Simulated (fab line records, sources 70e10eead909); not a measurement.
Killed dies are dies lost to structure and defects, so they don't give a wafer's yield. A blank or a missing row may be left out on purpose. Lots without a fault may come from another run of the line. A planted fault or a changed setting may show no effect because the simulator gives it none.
Which tool did it? | flow nand_harc | 24 lots, 72 wafers sampled, at 6 steps of a route of 1302

WHAT THE GAUGES READ, wafer by wafer
NHARC_A_CONTACT_CD_MEAS_53. Usual: cd_nm 289.8 nm, standard deviation 0.68.
lot  | measured     | on        | cd_nm (nm)        | flag
L074 | day 21 07:24 | cd_sem-03 | 289.4 289.9 289.5 |
L075 | day 22 03:09 | cd_sem-01 | 290.0 290.0 290.4 |
L076 | day 22 05:19 | cd_sem-01 | 289.5 289.6 290.0 |
L077 | day 22 10:44 | cd_sem-01 | 289.8 290.0 289.5 |
L078 | day 23 01:25 | cd_sem-03 | 290.8 290.8 290.9 |
L080 | day 23 10:44 | cd_sem-01 | 289.6 290.1 289.7 |
L079 | day 23 16:06 | cd_sem-01 | 289.6 289.5 289.3 |
L081 | day 24 03:22 | cd_sem-02 | 290.3 289.8 289.7 |
L082 | day 25 00:56 | cd_sem-02 | 290.3 289.6 289.8 |
L083 | day 25 07:44 | cd_sem-02 | 289.5 289.9 290.0 |
L084 | day 25 09:10 | cd_sem-01 | 288.1 288.3 288.0 |
L086 | day 25 23:32 | cd_sem-01 | 289.3 289.4 289.3 |
L085 | day 26 01:36 | cd_sem-03 | 290.4 289.9 290.2 |
L089 | day 26 22:08 | cd_sem-01 | 289.9 290.1 290.0 |
L087 | day 27 04:29 | cd_sem-02 | 289.8 290.0 289.3 |
L088 | day 27 05:53 | cd_sem-01 | 290.0 290.1 289.8 |
L091 | day 28 04:49 | cd_sem-03 | 290.2 290.1 289.7 |
L090 | day 28 19:23 | cd_sem-01 | 289.7 290.0 289.9 |
L094 | day 29 15:52 | cd_sem-03 | 290.8 290.7 290.3 |
L092 | day 29 16:42 | cd_sem-01 | 290.8 290.5 290.6 |
L093 | day 29 18:26 | cd_sem-03 | 288.3 288.0 288.1 |
L095 | day 30 02:34 | cd_sem-01 | 289.6 289.2 289.1 |
L096 | day 30 03:35 | cd_sem-02 | 289.9 289.7 289.8 |
L097 | day 31 00:23 | cd_sem-01 | 291.1 290.4 291.2 |

NHARC_A_CONTACT_CD_MEAS_80. Usual: cd_nm 289.7 nm, standard deviation 0.74.
lot  | measured     | on        | cd_nm (nm)        | flag
L074 | day 21 17:05 | cd_sem-03 | 290.7 289.9 290.0 |
L075 | day 22 12:28 | cd_sem-03 | 290.7 290.9 290.5 |
L076 | day 22 15:39 | cd_sem-03 | 289.6 289.3 289.8 |
L077 | day 22 20:48 | cd_sem-01 | 290.3 289.6 289.7 |
L078 | day 23 10:31 | cd_sem-01 | 289.4 289.2 289.7 |
L080 | day 23 21:50 | cd_sem-01 | 289.9 290.1 290.2 |
L079 | day 24 03:21 | cd_sem-03 | 289.2 288.9 289.2 |
L081 | day 24 16:49 | cd_sem-02 | 289.5 289.5 289.9 |
L082 | day 25 14:53 | cd_sem-01 | 290.5 290.4 290.5 |
L083 | day 25 17:56 | cd_sem-01 | 289.1 289.2 289.2 |
L084 | day 25 20:52 | cd_sem-01 | 287.6 288.6 288.3 |
L086 | day 26 09:31 | cd_sem-03 | 288.5 288.4 288.5 |
L085 | day 26 10:55 | cd_sem-02 | 291.0 290.4 290.5 |
L089 | day 27 07:43 | cd_sem-03 | 290.3 289.8 290.0 |
L087 | day 27 14:19 | cd_sem-01 | 290.0 289.7 289.9 |
L088 | day 27 15:12 | cd_sem-01 | 290.0 289.8 290.4 |
L091 | day 28 16:36 | cd_sem-03 | 290.5 290.6 290.8 |
L090 | day 29 07:02 | cd_sem-03 | 289.0 289.6 289.9 |
L094 | day 30 01:12 | cd_sem-03 | 290.5 290.4 290.1 |
L092 | day 30 04:27 | cd_sem-01 | 289.6 289.7 289.3 |
L093 | day 30 06:14 | cd_sem-02 | 288.3 288.0 288.2 |
L095 | day 30 14:33 | cd_sem-02 | 289.6 289.8 289.4 |
L096 | day 30 12:59 | cd_sem-03 | 289.8 289.7 289.7 |
L097 | day 31 09:46 | cd_sem-01 | 290.5 290.7 291.1 |

WHICH TOOL RAN EACH LOT (tool, then ch and the chambers of the sampled wafers, then the start)
lot  | NHARC_A_CONTACT_ETCH_48            | NHARC_A_CONTACT_ETCH_115             | NHARC_A_CONTACT_ETCH_120             | NHARC_A_CONTACT_ETCH_123
L074 | rie_diel-04 ch 1,3, day 21 02:24   | har_cap_etch-01 ch 0,1, day 21 04:53 | har_cap_etch-01 ch 0,1, day 21 05:45 | har_cap_etch-01 ch 0,1, day 21 06:23
L075 | rie_diel-04 ch 0,1,3, day 21 21:15 | har_cap_etch-03 ch 0,1, day 22 00:01 | har_cap_etch-03 ch 0,1, day 22 01:10 | har_cap_etch-03 ch 0,1, day 22 02:00
L076 | rie_diel-08 ch 1,2, day 21 22:43   | har_cap_etch-02 ch 0,1, day 22 02:48 | har_cap_etch-02 ch 0,1, day 22 03:39 | har_cap_etch-02 ch 0,1, day 22 04:17
L077 | rie_diel-04 ch 1,2,3, day 22 05:16 | har_cap_etch-03 ch 0,1, day 22 07:43 | har_cap_etch-03 ch 0,1, day 22 08:41 | har_cap_etch-03 ch 0,1, day 22 09:22
L078 | rie_diel-04 ch 0,1,3, day 22 20:25 | har_cap_etch-02 ch 0,1, day 22 22:51 | har_cap_etch-02 ch 0,1, day 22 23:42 | har_cap_etch-02 ch 0,1, day 23 00:13
L080 | rie_diel-08 ch 0,2,3, day 23 05:41 | har_cap_etch-01 ch 0,1, day 23 08:10 | har_cap_etch-01 ch 0,1, day 23 09:01 | har_cap_etch-01 ch 0,1, day 23 09:35
L079 | rie_diel-09 ch 0,2, day 23 10:46   | har_cap_etch-03 ch 0,1, day 23 13:22 | har_cap_etch-03 ch 0,1, day 23 14:13 | har_cap_etch-03 ch 0,1, day 23 14:48
L081 | rie_diel-09 ch 1,2,3, day 23 22:11 | har_cap_etch-03 ch 0,1, day 24 00:46 | har_cap_etch-03 ch 0,1, day 24 01:37 | har_cap_etch-03 ch 0,1, day 24 02:10
L082 | rie_diel-09 ch 2,3, day 24 19:54   | har_cap_etch-01 ch 0,1, day 24 22:21 | har_cap_etch-01 ch 0,1, day 24 23:13 | har_cap_etch-01 ch 0,1, day 24 23:43
L083 | rie_diel-09 ch 2,3, day 25 02:41   | har_cap_etch-03 ch 0,1, day 25 05:10 | har_cap_etch-03 ch 0,1, day 25 06:01 | har_cap_etch-03 ch 0,1, day 25 06:35
L084 | rie_diel-08 ch 1,2, day 25 03:37   | har_cap_etch-02 ch 0,1, day 25 06:05 | har_cap_etch-02 ch 0,1, day 25 07:07 | har_cap_etch-02 ch 0,1, day 25 07:53
L086 | rie_diel-08 ch 1,2,3, day 25 17:19 | har_cap_etch-01 ch 0,1, day 25 20:25 | har_cap_etch-01 ch 0,1, day 25 21:33 | har_cap_etch-01 ch 0,1, day 25 22:23
L085 | rie_diel-04 ch 0,1, day 25 20:35   | har_cap_etch-03 ch 1, day 25 23:04   | har_cap_etch-03 ch 1, day 25 23:55   | har_cap_etch-03 ch 1, day 26 00:29
L089 | rie_diel-04 ch 1,2,3, day 26 17:02 | har_cap_etch-01 ch 0,1, day 26 19:35 | har_cap_etch-01 ch 0,1, day 26 20:26 | har_cap_etch-01 ch 0,1, day 26 20:56
L087 | rie_diel-04 ch 0,3, day 26 22:37   | har_cap_etch-03 ch 0, day 27 01:17   | har_cap_etch-03 ch 0, day 27 02:26   | har_cap_etch-03 ch 0, day 27 03:07
L088 | rie_diel-09 ch 0,1,2, day 27 00:53 | har_cap_etch-02 ch 0,1, day 27 03:22 | har_cap_etch-02 ch 0,1, day 27 04:13 | har_cap_etch-02 ch 0,1, day 27 04:46
L091 | rie_diel-09 ch 1,2,3, day 27 23:49 | har_cap_etch-01 ch 0,1, day 28 02:15 | har_cap_etch-01 ch 0,1, day 28 03:06 | har_cap_etch-01 ch 0,1, day 28 03:37
L090 | rie_diel-08 ch 0,1,2, day 28 14:20 | har_cap_etch-02 ch 0,1, day 28 16:50 | har_cap_etch-02 ch 0,1, day 28 17:41 | har_cap_etch-02 ch 0,1, day 28 18:12
L094 | rie_diel-08 ch 1,2,3, day 29 10:30 | har_cap_etch-02 ch 0,1, day 29 13:18 | har_cap_etch-02 ch 0,1, day 29 14:09 | har_cap_etch-02 ch 0,1, day 29 14:44
L092 | rie_diel-08 ch 0,3, day 29 10:50   | har_cap_etch-01 ch 0,1, day 29 14:14 | har_cap_etch-01 ch 0,1, day 29 15:05 | har_cap_etch-01 ch 0,1, day 29 15:46
L093 | rie_diel-04 ch 1,2,3, day 29 12:43 | har_cap_etch-02 ch 0,1, day 29 15:57 | har_cap_etch-02 ch 0,1, day 29 16:48 | har_cap_etch-02 ch 0,1, day 29 17:30
L095 | rie_diel-08 ch 0,3, day 29 21:34   | har_cap_etch-01 ch 0,1, day 30 00:01 | har_cap_etch-01 ch 0,1, day 30 00:52 | har_cap_etch-01 ch 0,1, day 30 01:23
L096 | rie_diel-04 ch 0,1, day 29 21:43   | har_cap_etch-02 ch 0,1, day 30 00:24 | har_cap_etch-02 ch 0,1, day 30 01:32 | har_cap_etch-02 ch 0,1, day 30 02:14
L097 | rie_diel-09 ch 0,1,2, day 30 19:22 | har_cap_etch-02 ch 0,1, day 30 21:49 | har_cap_etch-02 ch 0,1, day 30 22:41 | har_cap_etch-02 ch 0,1, day 30 23:11
- NHARC_A_CONTACT_ETCH_48: etches the open film in CF4, target depth 39 nm, time 65 s.
- NHARC_A_CONTACT_ETCH_115: etches the open film in C4F8/O2/Ar, time 190 s, target depth 1850 nm.
- NHARC_A_CONTACT_ETCH_120: etches the open film in C4F8/O2/Ar, time 190 s, target depth 1850 nm.
- NHARC_A_CONTACT_ETCH_123: etches the open film in C4F8/O2/Ar, time 490 s, target depth 2110 nm.

WHAT THE TOOLS THEMSELVES READ (means of the sampled wafers that have a number; where no wafer has one, the mark that the record gives instead)
NHARC_A_CONTACT_ETCH_48. Usual: drypump_motor_current_A 5.6 A, standard deviation 0.49; oes_product_au 1.000 a.u., standard deviation 0.0082; rf_vpp_V 151.5 V, standard deviation 1.2; showerhead_plenum_p_Torr 1.78 Torr, standard deviation 0.072; throttle_valve_pct 13.284 %, standard deviation 0.0088.
lot  | tool        | drypump_motor_current_A (A) | oes_product_au (a.u.) | rf_vpp_V (V) | showerhead_plenum_p_Torr (Torr) | throttle_valve_pct (%) | flag
L074 | rie_diel-04 | 5.0                         | 1.004                 | 150.2        | 1.72                            | 13.285                 |
L075 | rie_diel-04 | 5.3                         | 1.004                 | 151.5        | 1.75                            | 13.287                 |
L076 | rie_diel-08 | 5.6                         | 1.013                 | 151.7        | 1.76                            | 13.285                 |
L077 | rie_diel-04 | 5.3                         | 1.002                 | 151.4        | 1.79                            | 13.287                 |
L078 | rie_diel-04 | 5.3                         | 1.004                 | 151.4        | 1.75                            | 13.293                 |
L080 | rie_diel-08 | 5.5                         | 0.999                 | 151.1        | 1.76                            | 13.282                 |
L079 | rie_diel-09 | 6.0                         | 0.986                 | 151.4        | 1.80                            | 13.283                 |
L081 | rie_diel-09 | 5.7                         | 1.003                 | 151.8        | 1.76                            | 13.283                 |
L082 | rie_diel-09 | 5.3                         | 0.994                 | 152.0        | 1.79                            | 13.287                 |
L083 | rie_diel-09 | 5.4                         | 1.003                 | 151.1        | 1.79                            | 13.284                 |
L084 | rie_diel-08 | 5.6                         | 1.005                 | 151.8        | 1.75                            | 13.281                 |
L086 | rie_diel-08 | 5.7                         | 0.994                 | 151.5        | 1.76                            | 13.285                 |
L085 | rie_diel-04 | 5.1                         | 1.009                 | 150.2        | 1.70                            | 13.273                 |
L089 | rie_diel-04 | 5.3                         | 1.007                 | 151.1        | 1.78                            | 13.286                 |
L087 | rie_diel-04 | 5.4                         | 1.000                 | 150.8        | 1.78                            | 13.282                 |
L088 | rie_diel-09 | 6.0                         | 0.997                 | 151.4        | 1.76                            | 13.282                 |
L091 | rie_diel-09 | 5.7                         | 0.997                 | 151.6        | 1.76                            | 13.282                 |
L090 | rie_diel-08 | 5.6                         | 1.001                 | 151.4        | 1.80                            | 13.279                 |
L094 | rie_diel-08 | 5.7                         | 0.993                 | 150.9        | 1.76                            | 13.286                 |
L092 | rie_diel-08 | 5.4                         | 0.997                 | 151.3        | 1.80                            | 13.282                 |
L093 | rie_diel-04 | 5.3                         | 0.998                 | 151.5        | 1.77                            | 13.286                 |
L095 | rie_diel-08 | 5.4                         | 1.001                 | 151.8        | 1.80                            | 13.280                 |
L096 | rie_diel-04 | 5.5                         | 1.005                 | 151.3        | 1.72                            | 13.277                 |
L097 | rie_diel-09 | 6.0                         | 0.990                 | 151.7        | 1.76                            | 13.282                 |

THE ANSWER, worked out from the rows above alone
Rule: a lot is off if the mean of its wafers that have a number lies more than 3 standard deviations from the usual mean. A lot without any number at a reading at which 4 lots or more have one is off too. The other lots that the step has rows for count as sound. The gauges are gone through in route order, then the tools' own readings, and for those a lot's mean is taken as printed above. The first step at which some lot is off is used, and at that step the reading that is off furthest; a lot without a number counts as furthest.
No lot is off at any reading shown: from this, nothing can be told.

WHAT THE SIMULATOR HAD PUT IN
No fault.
